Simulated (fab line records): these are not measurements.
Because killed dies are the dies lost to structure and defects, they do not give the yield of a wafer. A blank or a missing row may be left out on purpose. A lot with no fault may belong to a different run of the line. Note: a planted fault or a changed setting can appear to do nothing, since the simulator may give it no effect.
Which of the tools did it? | flow nandHarc | 24 lots with 72 wafers sampled at 4 steps, on a route of 1302 steps

== WHAT THE GAUGES READ, wafer by wafer ==
NHARC_A_CHANNEL_HOLE_D2_CD_MEAS_10 targets a cd of 100 nm.
lot  | measured     | on       | cdNm (nm)
L074 | day 12 20:45 | cdSem-01 | 99.8 99.3 99.3
L075 | day 13 16:19 | cdSem-02 | 99.9 100.6 99.8
L076 | day 13 16:29 | cdSem-02 | 100.2 100.1 99.8
L077 | day 14 08:49 | cdSem-02 | 100.5 100.5 100.7
L078 | day 14 20:34 | cdSem-03 | 99.3 99.6 99.1
L080 | day 15 07:33 | cdSem-03 | 99.5 99.7 99.7
L079 | day 15 08:34 | cdSem-01 | 99.3 98.9 99.3
L081 | day 16 00:28 | cdSem-01 | 99.3 100.2 99.6
L082 | day 16 18:52 | cdSem-02 | 100.3 99.9 100.3
L083 | day 17 07:22 | cdSem-01 | 99.9 99.9 100.3
L084 | day 17 06:08 | cdSem-02 | 99.7 99.5 100.0
L085 | day 17 21:19 | cdSem-01 | 100.5 100.9 100.8
L086 | day 17 23:05 | cdSem-03 | 100.1 99.6 100.2
L087 | day 18 17:17 | cdSem-01 | 100.0 99.5 99.4
L089 | day 18 23:10 | cdSem-02 | 100.0 100.2 100.8
L088 | day 18 23:19 | cdSem-02 | 100.0 100.6 99.8
L090 | day 19 23:49 | cdSem-03 | 99.8 100.0 100.1
L091 | day 19 22:46 | cdSem-03 | 99.2 99.6 99.3
L092 | day 20 16:25 | cdSem-03 | 99.2 99.4 99.5
L094 | day 20 22:25 | cdSem-03 | 100.5 100.7 99.9
L093 | day 20 21:55 | cdSem-02 | 99.8 98.9 99.5
L096 | day 21 21:15 | cdSem-01 | 99.6 99.8 100.3
L095 | day 21 23:00 | cdSem-03 | 99.6 99.0 100.1
L097 | day 22 22:34 | cdSem-01 | 99.9 99.9 99.3

NHARC_A_CHANNEL_HOLE_D2_OVL_MEAS_11.
lot  | measured     | on         | overlayXNm (nm) | overlayYNm (nm)
L074 | day 12 20:50 | overlay-02 | 0.3 0.5 0.9     | 0.5 0.3 0.2
L075 | day 13 16:25 | overlay-02 | 0.8 0.6 0.6     | -0.7 -0.3 -0.6
L076 | day 13 16:34 | overlay-01 | -0.4 -0.2 -0.4  | 0.0 -0.9 -0.1
L077 | day 14 08:54 | overlay-01 | 0.0 0.1 0.4     | 0.0 -0.3 -0.3
L078 | day 14 20:39 | overlay-02 | -0.4 -1.1 -0.8  | -1.1 -1.8 -1.1
L080 | day 15 07:38 | overlay-02 | -0.2 -0.2 -0.1  | 0.5 0.7 0.8
L079 | day 15 08:40 | overlay-02 | -1.1 -0.8 -1.6  | 0.9 0.0 0.3
L081 | day 16 00:34 | overlay-02 | -1.0 -0.7 -0.7  | 0.9 1.3 1.6
L082 | day 16 18:57 | overlay-01 | -0.5 -1.4 -1.0  | -0.2 0.1 -0.7
L083 | day 17 07:28 | overlay-02 | 0.0 -0.5 -0.5   | -0.6 -0.6 -1.0
L084 | day 17 06:13 | overlay-02 | 1.4 1.1 0.9     | 0.9 1.0 1.4
L085 | day 17 21:24 | overlay-02 | -1.1 -1.0 -0.3  | -0.4 -0.4 0.3
L086 | day 17 23:10 | overlay-02 | 0.3 0.3 0.0     | 1.1 0.4 0.8
L087 | day 18 17:22 | overlay-01 | -0.2 -0.2 0.2   | -0.8 -1.1 -0.6
L089 | day 18 23:16 | overlay-02 | 0.5 0.7 0.8     | 0.4 -0.5 0.1
L088 | day 18 23:25 | overlay-02 | 1.3 1.0 0.8     | -0.7 -1.1 -1.2
L090 | day 19 23:54 | overlay-02 | -0.6 -0.5 -0.4  | 0.5 -0.4 -0.1
L091 | day 19 22:51 | overlay-01 | -0.9 -0.9 -1.0  | -0.7 -0.7 -1.3
L092 | day 20 16:30 | overlay-01 | -0.1 0.0 0.2    | -1.2 -1.0 -1.6
L094 | day 20 22:30 | overlay-02 | -0.1 -0.7 -0.7  | -0.7 -1.3 -1.8
L093 | day 20 22:00 | overlay-01 | 1.6 1.2 0.8     | -0.2 0.6 0.1
L096 | day 21 21:20 | overlay-01 | 0.0 -0.6 0.3    | -0.3 -0.8 -0.1
L095 | day 21 23:05 | overlay-02 | 1.9 1.2 1.5     | 0.4 0.4 0.7
L097 | day 22 22:40 | overlay-01 | 0.2 0.3 0.6     | 0.4 0.1 1.1

NHARC_A_CHANNEL_HOLE_D2_INSPECT_12.
lot  | measured     | on               | rawDefectCount
L074 | day 12 20:52 | defectInspect-02 | 59 56 64
L075 | day 13 16:26 | defectInspect-01 | 70 56 55
L076 | day 13 16:37 | defectInspect-01 | 2 2 5
L077 | day 14 08:56 | defectInspect-01 | 52 56 58
L078 | day 14 20:41 | defectInspect-02 | 56 56 56
L080 | day 15 07:40 | defectInspect-02 | 11 5 11
L079 | day 15 08:42 | defectInspect-02 | 67 51 48
L081 | day 16 00:35 | defectInspect-02 | 50 45 54
L082 | day 16 18:59 | defectInspect-02 | 51 59 59
L083 | day 17 07:30 | defectInspect-01 | 64 56 54
L084 | day 17 06:15 | defectInspect-02 | 12 16 10
L085 | day 17 21:26 | defectInspect-02 | 11 9 16
L086 | day 17 23:12 | defectInspect-01 | 66 61 46
L087 | day 18 17:24 | defectInspect-02 | 18 17 12
L089 | day 18 23:17 | defectInspect-01 | 9 11 13
L088 | day 18 23:27 | defectInspect-01 | 61 47 61
L090 | day 19 23:56 | defectInspect-01 | 53 45 60
L091 | day 19 22:53 | defectInspect-02 | 59 55 51
L092 | day 20 16:32 | defectInspect-02 | 18 16 16
L094 | day 20 22:32 | defectInspect-01 | 60 70 71
L093 | day 20 22:02 | defectInspect-02 | 13 17 17
L096 | day 21 21:22 | defectInspect-02 | 18 16 26
L095 | day 21 23:08 | defectInspect-02 | 4 3 5
L097 | day 22 22:42 | defectInspect-01 | 9 4 1

== WHAT TOOL EACH LOT RAN ON (gives the tool, then ch and the chambers of the sampled wafers, and finally the start) ==
lot  | NHARC_A_ONON_D2_DEP_33
L074 | pecvd-03 ch 0,2, day 12 17:27
L075 | pecvd-03 ch 0,1,2, day 13 13:13
L076 | pecvd-01 ch 0,1,2, day 13 13:16
L077 | pecvd-03 ch 0,2, day 14 05:40
L078 | pecvd-01 ch 0,1,2, day 14 14:24
L080 | pecvd-04 ch 0,1,2, day 15 01:41
L079 | pecvd-04 ch 0,1, day 15 01:58
L081 | pecvd-04 ch 0,1,2, day 15 20:26
L082 | pecvd-01 ch 0,2, day 16 13:20
L083 | pecvd-03 ch 1,2, day 17 02:47
L084 | pecvd-01 ch 0,1,2, day 17 02:49
L085 | pecvd-04 ch 0,1, day 17 16:50
L086 | pecvd-03 ch 0,1,2, day 17 16:55
L087 | pecvd-04 ch 0,1,2, day 18 12:47
L089 | pecvd-04 ch 0,1, day 18 19:59
L088 | pecvd-01 ch 0,1,2, day 18 20:01
L090 | pecvd-01 ch 0,1, day 19 19:39
L091 | pecvd-03 ch 1,2, day 19 19:42
L092 | pecvd-03 ch 0,1,2, day 20 12:45
L094 | pecvd-01 ch 1,2, day 20 18:45
L093 | pecvd-03 ch 0,1,2, day 20 18:50
L096 | pecvd-04 ch 0,1, day 21 17:19
L095 | pecvd-04 ch 0,2, day 21 17:35
L097 | pecvd-01 ch 0,1,2, day 22 19:22
- NHARC_A_ONON_D2_DEP_33: deposits SiO2, target thk 200 nm.

== WHAT THE TOOLS THEMSELVES READ (means of the sampled wafers that have a number; where no wafer has one, the mark that the record gives instead) ==
NHARC_A_ONON_D2_DEP_33.
lot  | tool     | heaterPowerOuterW (W) | heaterPowerW (W) | throttleValvePct (%)
L074 | pecvd-03 | 295                   | 548              | 15.7
L075 | pecvd-03 | 291                   | 568              | 15.8
L076 | pecvd-01 | 262                   | 469              | 16.5
L077 | pecvd-03 | 311                   | 565              | 15.7
L078 | pecvd-01 | 282                   | 506              | 16.1
L080 | pecvd-04 | 263                   | 495              | 16.0
L079 | pecvd-04 | 264                   | 495              | 16.1
L081 | pecvd-04 | 276                   | 505              | 16.2
L082 | pecvd-01 | 279                   | 507              | 16.6
L083 | pecvd-03 | 233                   | 465              | 15.9
L084 | pecvd-01 | 258                   | 463              | 16.2
L085 | pecvd-04 | 237                   | 445              | 16.5
L086 | pecvd-03 | 271                   | 530              | 15.7
L087 | pecvd-04 | 254                   | 484              | 16.2
L089 | pecvd-04 | 263                   | 499              | 16.4
L088 | pecvd-01 | 243                   | 454              | 16.3
L090 | pecvd-01 | 248                   | 471              | 16.2
L091 | pecvd-03 | 277                   | 526              | 16.1
L092 | pecvd-03 | 270                   | 532              | 15.9
L094 | pecvd-01 | 287                   | 485              | 16.0
L093 | pecvd-03 | 288                   | 557              | 15.9
L096 | pecvd-04 | 261                   | 493              | 15.8
L095 | pecvd-04 | 218                   | 446              | 15.9
L097 | pecvd-01 | 270                   | 482              | 16.3

== THE ANSWER, worked out from the rows above alone ==
Rule: the lots themselves supply what counts as usual. Put in order of their means at a reading, lots are off if they are a third of the lots or fewer, leave a main group of 4 or more, and stand apart from it by a gap of 3 or more times the standard deviation of the main group's means; of several such gaps the widest counts. A main group is skipped when, at the precision printed for the reading in the tables above, its means are all equal. Also off: a lot with no number at a reading for which 4 or more lots have one. Where the step has rows for the other lots, those lots are counted as sound. After the gauges, taken in route order, come the tools' own readings; for these a lot's mean is taken, as printed above. At the first step where some lot is off, the reading lying furthest off is the one used; lots without a number count as furthest.
Across all readings shown, no lot is off: no conclusion can be drawn from this.

== WHAT WAS PUT IN BY THE SIMULATOR ==
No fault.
